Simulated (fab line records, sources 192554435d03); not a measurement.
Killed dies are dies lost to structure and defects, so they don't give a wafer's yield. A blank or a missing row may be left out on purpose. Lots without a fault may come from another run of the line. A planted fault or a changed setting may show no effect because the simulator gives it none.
Split-lot experiment | flow n5_finfet | 7 lots, 21 wafers read, on a route of 1938 steps

THE SPLIT
At N5_BEOL_M1_ALD_98 (deposits SiO2, target thk 2.5 nm, pulse time 1 s, co reactant pulse time 1 s), the setting ald_cycles was moved away from the recipe's 17 on 8 of the 21 wafers read, by -17.6% to +11.8%. The other wafers ran this setting at the recipe's value.

The reading is taken at the split's own step.

THE READING
SiO2_of_BEOL_M1_ALD_98.thk_nm (the simulator's own value, which no gauge read), in nm, at N5_BEOL_M1_ALD_98 (deposits SiO2, target thk 2.5 nm, pulse time 1 s, co reactant pulse time 1 s). The file gives no usual value for it. The 13 wafers here that ran the recipe average 2.5 nm, standard deviation 0.092 nm.

wafer  | tool, chamber at the split | ald_cycles as run | against the recipe | SiO2_of_BEOL_M1_ALD_98.thk_nm, nm | against lot-mates on the recipe
L078.1 | ald_sin-03, 3,0            | 19                | +11.8%             | 2.8                               | +0.4
L078.5 | ald_sin-03, 3,0            | 19                | +11.8%             | 2.8                               | +0.4
L078.3 | ald_sin-03, 1              | 17                | recipe             | 2.4                               | -
L080.2 | ald_sin-04, 3,1            | 17                | recipe             | 2.6                               | -
L080.4 | ald_sin-04, 3,1            | 17                | recipe             | 2.6                               | -
L080.3 | ald_sin-04, 0              | 16                | -5.9%              | 2.4                               | -0.2
L082.3 | ald_sin-04, 0              | 17                | recipe             | 2.6                               | -
L082.5 | ald_sin-04, 3,2            | 17                | recipe             | 2.4                               | -
L082.6 | ald_sin-04, 3,2            | 17                | recipe             | 2.4                               | -
L085.1 | ald_sin-03, 2              | 18                | +5.9%              | 2.6                               | +0.0
L085.6 | ald_sin-03, 2              | 18                | +5.9%              | 2.6                               | +0.0
L085.5 | ald_sin-03, 0              | 17                | recipe             | 2.6                               | -
L089.3 | ald_sin-02, 0              | 17                | recipe             | 2.6                               | -
L089.6 | ald_sin-02, 0              | 17                | recipe             | 2.6                               | -
L089.5 | ald_sin-02, 3              | 16                | -5.9%              | 2.4                               | -0.2
L092.2 | ald_sin-02, 0              | 14                | -17.6%             | 2                                 | -0.6
L092.6 | ald_sin-02, 0              | 14                | -17.6%             | 2                                 | -0.6
L092.5 | ald_sin-02, 1              | 17                | recipe             | 2.6                               | -
L094.1 | ald_sin-03, 0              | 17                | recipe             | 2.4                               | -
L094.3 | ald_sin-03, 3,0            | 17                | recipe             | 2.6                               | -
L094.4 | ald_sin-03, 3,0            | 17                | recipe             | 2.6                               | -
Where a row lists several chambers, the file gives one row for several wafers and doesn't say which wafer went through which chamber.

THE FIT
A straight line over all 21 wafers: SiO2_of_BEOL_M1_ALD_98.thk_nm changes by +0.0263 nm for each +1% of ald_cycles; r = +0.92; the points scatter about the line by 0.085 nm.
The same after taking each lot's own level away (the mean of its wafers on the recipe; 21 wafers): +0.0315 nm for each +1%; r = +0.95; scatter 0.079 nm.
On that fit, the largest move of ald_cycles shifts the reading by 0.56 nm.
The lots' own levels span 2.40 to 2.60 nm, that is 2.2 times the standard deviation above.
So the lot-to-lot level changes the slope: the two fits differ.
Check: with one of the wafers moved furthest among these (-17.6%) left out of the fit, the line predicts -0.565 nm for it against its lot-mates. It came out at -0.6 nm against them.

OTHER SPLITS ON THESE WAFERS
These wafers also went through other splits before the reading. Each is held against what the fit with the lots' levels taken away leaves over:
other split on the same wafers         | wafers away from the commonest value | r with SiO2_of_BEOL_M1_ALD_98.thk_nm (lot level and that fit taken away)
N5_MOL_CONTACT_COAG_ALD_123 ald_cycles | 8                                    | +0.06
N5_MOL_CONTACT_COAG_VIA_ETCH_46 bias_w | 7                                    | -0.06
N5_MOL_CONTACT_COAG_COAT_34 spin_rpm   | 6                                    | +0.11
N5_BEOL_M0_SAQP_COAT_08 spin_rpm       | 7                                    | -0.18
N5_BEOL_M0_ETCH_138 source_w           | 4                                    | +0.27
N5_BEOL_M0_ETCH_128 source_w           | 7                                    | +0.06

THE FILE'S OWN FIT
SiO2_of_BEOL_M1_ALD_98.thk_nm changes by +0.0319 nm for each +1% of ald_cycles, r = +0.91.
